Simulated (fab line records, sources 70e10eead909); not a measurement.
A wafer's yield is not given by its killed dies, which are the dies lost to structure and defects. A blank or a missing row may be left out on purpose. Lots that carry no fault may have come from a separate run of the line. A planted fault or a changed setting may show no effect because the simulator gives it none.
The tool behind it: which one?    flow nand harc    12 lots, 36 wafers sampled, at 2 steps of a route of 1159

## WHAT EACH GAUGE READ, for each wafer
NHARC_P_ZERO_WELL_CD_MEAS_24: target cd 720 nm.
lot   measured     on         cd nm (nm)
L711  day 1 14:35  cd sem-01  719.7 719.6 719.5
L712  day 1 20:41  cd sem-03  720.5 721.1 720.0
L713  day 2 02:36  cd sem-02  719.5 719.6 719.7
L714  day 2 08:36  cd sem-03  721.8 721.4 719.3
L717  day 3 02:20  cd sem-03  679.4 678.5 678.8
L723  day 4 14:37  cd sem-01  718.4 718.3 719.8
L727  day 5 14:28  cd sem-03  722.3 721.7 721.6
L728  day 5 20:48  cd sem-02  722.4 721.2 721.8
L729  day 6 02:42  cd sem-01  720.7 719.5 720.2
L731  day 6 14:56  cd sem-03  716.5 717.1 718.1
L732  day 6 20:35  cd sem-01  720.3 720.3 721.1
L734  day 7 08:28  cd sem-01  717.5 718.5 717.0

## TOOL THAT RAN EACH LOT (tool first, then ch and the chambers of the sampled wafers, then the start)
lot   NHARC_P_ZERO_WELL_EXPOSE_21
L711  krf scanner-01 ch 0, day 1 14:25
L712  krf scanner-02 ch 0, day 1 20:32
L713  krf scanner-01 ch 0, day 2 02:27
L714  krf scanner-01 ch 0, day 2 08:26
L717  krf scanner-01 ch 0, day 3 02:11
L723  krf scanner-02 ch 0, day 4 14:28
L727  krf scanner-01 ch 0, day 5 14:18
L728  krf scanner-02 ch 0, day 5 20:38
L729  krf scanner-01 ch 0, day 6 02:32
L731  krf scanner-02 ch 0, day 6 14:47
L732  krf scanner-01 ch 0, day 6 20:26
L734  krf scanner-01 ch 0, day 7 08:19
- NHARC_P_ZERO_WELL_EXPOSE_21: exposes mask P NWELL, target cd 720 nm.

## WHAT THE TOOLS THEMSELVES READ (means of the sampled wafers that have a number; where no wafer has one, the mark that the record gives instead)
The record holds no such reading with a usual standard deviation.

## THE ANSWER, worked out from the rows above alone
Rule: the usual values come from the lots themselves. Put in order of their means at a reading, lots are off if they are a third of the lots or fewer, leave a main group of 4 or more, and stand apart from it by a gap of 3 or more times the standard deviation of the main group's means; of several such gaps the widest counts. A main group is skipped when, at the precision printed for the reading in the tables above, its means are all equal. Also off: a lot with no number at a reading for which 4 or more lots have one. Any other lot the step has rows for is counted as sound. Order of review: gauges by route order, followed by the tools' own readings, for which a lot's mean as printed above is used. The first step at which some lot is off is used, and at that step the reading that is off furthest; a lot without a number counts as furthest.
Off: L717 (NHARC_P_ZERO_WELL_CD_MEAS_24, cd nm). Main group: mean 719.9 nm, sd 1.4.
A tool fits if, at a process step before that reading, it ran every lot that is off, and no sound lot after the first of them. Those tools and the gauges at NHARC_P_ZERO_WELL_CD_MEAS_24 are tried in the same way. Of those tried, none fits.

## WHAT THE SIMULATOR HAD PUT IN
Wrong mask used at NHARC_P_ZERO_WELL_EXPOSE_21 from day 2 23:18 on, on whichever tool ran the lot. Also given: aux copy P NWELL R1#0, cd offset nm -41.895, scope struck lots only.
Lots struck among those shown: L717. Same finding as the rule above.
